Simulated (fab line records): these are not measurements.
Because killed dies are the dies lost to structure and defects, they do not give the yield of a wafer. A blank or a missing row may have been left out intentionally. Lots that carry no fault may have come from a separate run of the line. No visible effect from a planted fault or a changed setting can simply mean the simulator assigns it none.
The same fault as seen by 2 desks	flow n5_finfet	numbers are kept per desk, each desk with only its own; the story behind them comes last

== FROM THE METROLOGY DESK ==
Means of the sampled wafers that have a number, per lot and without regard to the tool the lot ran on: this is what the gauges read. A lot is out of limits, marked OUT, if its mean lies more than 4 standard deviations from the usual mean; the brackets give that distance. Shown are 7 of the 11 readings it has, namely the first that went out of limits plus those furthest out on some lot.
Columns: A = cd_nm at N5_BEOL_M0_SAQP_CD_MEAS_25, usual 12.77 nm; B = IOFF_N at N5_BEOL_M4_RC_MEAS_101, usual 0.16 nA/um; C = IOFF_P at N5_BEOL_M4_RC_MEAS_101, usual 0.21 nA/um; D = ION_N at N5_BEOL_M4_RC_MEAS_101, usual 673 uA/um; E = ION_P at N5_BEOL_M4_RC_MEAS_101, usual 462 uA/um; F = VT_N at N5_BEOL_M4_RC_MEAS_101, usual 250 mV; G = VT_P at N5_BEOL_M4_RC_MEAS_101, usual -251 mV
lot	first seen here	A	B	C	D	E	F	G
L624	day 6 04:16	12.76	0.16	0.22	674	472	250	-249
L625	day 6 07:40	12.81	0.25	0.31	699	475	241	-244
L626	day 6 10:23	12.88	0.14	0.19	676	466	249	-252
L629	day 7 10:17	14.57 (+8.2) OUT	0.19	0.27	691	477	246	-247
L630	day 7 16:26	12.96	0.15	0.23	659	465	252	-248
L631	day 8 02:04	14.66 (+8.6) OUT	0.17	0.22	678	464	250	-250
L641	day 10 10:35	12.82	0.15	0.20	671	461	248	-252
L642	day 10 15:56	12.87	0.14	0.19	671	458	252	-252
L643	day 10 16:23	12.78	0.14	0.22	672	464	250	-249
This desk finds L629, L631 out of limits, L629 being first, at day 7 10:17 (cd_nm at N5_BEOL_M0_SAQP_CD_MEAS_25). L624, L625, L626, L630, L641, L642, L643: within limits.

== DESK OF THE TOOL OWNER: ald_sin-02 ==
The tool's own readings at N5_BEOL_M0_SAQP_SPACER1_ALD_98 (deposits SiO2, target thk 12.8 nm, pulse time 1 s, purge time 2 s): means of the sampled wafers that have a number, for each lot that ran on this tool. A lot is out of limits, marked OUT, if its mean lies more than 4 standard deviations from the usual mean; the brackets give that distance.
Columns: A = heater_power_w at N5_BEOL_M0_SAQP_SPACER1_ALD_98, usual 472 W; B = precursor_pulse_height_rel at N5_BEOL_M0_SAQP_SPACER1_ALD_98, usual 0.995
lot	first seen here	A	B
L625	day 6 07:00	479	0.983
L626	day 6 09:43	463	0.977
L629	day 7 09:37	490	1.006
L631	day 8 01:14	472	0.987
This desk found nothing out of limits on any of the 4 lots.

== BROUGHT TOGETHER ==
On L629, L631, the metrology desk was in a position to raise an alarm at day 7 10:17.
The tool owner's desk saw nothing out of limits.
The tool owner's desk has L629, L631 on record, within its limits.
N5_BEOL_M0_SAQP_SPACER1_ALD_98 was run on ald_sin-02 by each of the lots named.

== WHAT HAD BEEN PUT IN BY THE SIMULATOR ==
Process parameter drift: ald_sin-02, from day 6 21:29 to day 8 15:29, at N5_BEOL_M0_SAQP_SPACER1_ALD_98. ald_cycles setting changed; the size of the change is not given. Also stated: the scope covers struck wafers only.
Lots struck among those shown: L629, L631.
Time in hours between the start of the fault and the first out-of-limits reading at each desk: metrology desk, 13.
